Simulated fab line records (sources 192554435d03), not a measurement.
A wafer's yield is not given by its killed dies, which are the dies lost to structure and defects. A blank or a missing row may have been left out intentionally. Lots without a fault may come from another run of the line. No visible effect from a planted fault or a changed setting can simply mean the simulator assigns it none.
Matching of chambers | flow n5Finfet | N5_SDB_STRIP_21 on rieDiel-01 has 4 sister chambers
The step strips in CF4. 4 wafers are shown with their chamber, then 9 later ones without.

WAFERS, EACH WITH ITS CHAMBER
wafer  | chamber | drypumpMotorCurrentA (A)
L081.1 | 2       | 4.8
L081.2 | 3       | 6.1
L089.5 | 1       | 5.0
L089.6 | 0       | 5.8

WAFERS WHOSE CHAMBER IS MISSING
wafer  | drypumpMotorCurrentA (A)
L092.1 | 6.2
L092.2 | 5.8
L092.5 | 5.8
L093.2 | 5.8
L093.4 | 4.8
L093.6 | 5.8
L096.1 | 4.8
L096.2 | 5.9
L096.3 | 5.0

WHICH CHAMBER EACH ONE RAN IN
wafer  | from the rows above | in truth
L092.1 | 3                   | 3
L092.2 | 0                   | 0
L092.5 | 0                   | 0
L093.2 | 0                   | 0
L093.4 | 2                   | 2
L093.6 | 0                   | 0
L096.1 | 2                   | 2
L096.2 | 0                   | 0
L096.3 | 1                   | 1
Correct placement for 9 of the 9. Left unplaced by these rows: 0. Placed wrongly: 0.
How it was worked out, from the rows above alone: a wafer's distance from a chamber is the root of the sum, over the readings, of the square of ((its reading less the chamber's mean) divided by the reading's scatter). If the next closest chamber is less than 2 further off than the closest, the wafer can't be placed; otherwise it belongs to the closest. For every chamber, the mean is computed from those of its wafers that are shown. The scatter: root of mean squared gap, hidden wafer to nearest shown wafer, with one shown wafer a chamber.
